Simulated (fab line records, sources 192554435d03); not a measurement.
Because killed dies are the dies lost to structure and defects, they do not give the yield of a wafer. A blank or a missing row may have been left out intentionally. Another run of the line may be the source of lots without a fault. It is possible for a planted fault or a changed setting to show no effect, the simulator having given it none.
Chamber matching :: flow n5 finfet :: 4 sister chambers for N5_HKMG_FIN_ALD_74 on ald hk-01
The step deposits La2O3, target thk 0.5 nm, pulse time 6 s, co reactant pulse time 1 s. 20 wafers are shown with their chamber, then 10 later ones without.

== WAFERS PAIRED WITH THEIR CHAMBERS ==
wafer: L074.3
chamber: 0
heater power w (W): 325
precursor pulse height rel: 1.029

wafer: L074.4
chamber: 3
heater power w (W): 373
precursor pulse height rel: 0.947

wafer: L074.6
chamber: 0
heater power w (W): 328
precursor pulse height rel: 0.973

wafer: L076.1
chamber: 0
heater power w (W): 327
precursor pulse height rel: 1.018

wafer: L076.4
chamber: 3
heater power w (W): 376
precursor pulse height rel: 0.994

wafer: L076.6
chamber: 1
heater power w (W): 305
precursor pulse height rel: 0.972

wafer: L079.2
chamber: 3
heater power w (W): 382
precursor pulse height rel: 1.013

wafer: L079.3
chamber: 1
heater power w (W): 314
precursor pulse height rel: 1.010

wafer: L079.4
chamber: 2
heater power w (W): 427
precursor pulse height rel: 0.976

wafer: L080.2
chamber: 2
heater power w (W): 443
precursor pulse height rel: 1.005

wafer: L080.3
chamber: 1
heater power w (W): 309
precursor pulse height rel: 1.015

wafer: L080.5
chamber: 2
heater power w (W): 424
precursor pulse height rel: 1.053

wafer: L083.2
chamber: 0
heater power w (W): 325
precursor pulse height rel: 0.995

wafer: L083.3
chamber: 3
heater power w (W): 385
precursor pulse height rel: 0.993

wafer: L083.4
chamber: 1
heater power w (W): 313
precursor pulse height rel: 0.982

wafer: L086.3
chamber: 0
heater power w (W): 321
precursor pulse height rel: 1.025

wafer: L086.4
chamber: 3
heater power w (W): 380
precursor pulse height rel: 0.971

wafer: L086.5
chamber: 1
heater power w (W): 306
precursor pulse height rel: 0.997

wafer: L089.2
chamber: 3
heater power w (W): 381
precursor pulse height rel: 1.019

wafer: L089.4
chamber: 2
heater power w (W): 438
precursor pulse height rel: 0.987

SIGNATURES (means of the wafers above)
reading: heater power w
chamber 0: 325.20
chamber 1: 309.40
chamber 2: 433.00
chamber 3: 379.50
scatter within a chamber: 5.18

reading: precursor pulse height rel
chamber 0: 1.00800
chamber 1: 0.99520
chamber 2: 1.00525
chamber 3: 0.98950
scatter within a chamber: 0.0258
Rule: for a wafer and a chamber, the distance is found by dividing, reading by reading, the gap between the wafer's reading and the chamber's mean by the reading's scatter, squaring, summing and taking the root. If the next closest chamber is less than 2 further off than the closest, the wafer can't be placed; otherwise it belongs to the closest. The scatter is the square root of a quotient: the sum, over the shown wafers, of each reading's squared deviation from its chamber's mean, divided by wafers minus chambers.

== WAFERS MISSING THEIR CHAMBER ==
wafer: L089.6
heater power w (W): 429
precursor pulse height rel: 0.997

wafer: L092.1
heater power w (W): 437
precursor pulse height rel: 0.972

wafer: L092.4
heater power w (W): 309
precursor pulse height rel: 1.039

wafer: L092.6
heater power w (W): 377
precursor pulse height rel: 1.011

wafer: L093.1
heater power w (W): 376
precursor pulse height rel: 1.001

wafer: L093.5
heater power w (W): 368
precursor pulse height rel: 1.017

wafer: L093.6
heater power w (W): 324
precursor pulse height rel: 1.035

wafer: L096.2
heater power w (W): 382
precursor pulse height rel: 0.986

wafer: L096.3
heater power w (W): 326
precursor pulse height rel: 1.026

wafer: L096.4
heater power w (W): 443
precursor pulse height rel: 0.995

== EACH ONE'S CHAMBER ==
wafer: L089.6
from the rows above: 2
in truth: 2

wafer: L092.1
from the rows above: 2
in truth: 2

wafer: L092.4
from the rows above: can't be placed: 1 or 0
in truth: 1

wafer: L092.6
from the rows above: 3
in truth: 3

wafer: L093.1
from the rows above: 3
in truth: 3

wafer: L093.5
from the rows above: 3
in truth: 3

wafer: L093.6
from the rows above: 0
in truth: 0

wafer: L096.2
from the rows above: 3
in truth: 3

wafer: L096.3
from the rows above: 0
in truth: 0

wafer: L096.4
from the rows above: 2
in truth: 2
9 of 10 placed correctly. Cannot be placed on the basis of these rows: 1; the candidates contain the true chamber in 1. Number placed wrongly: 0.
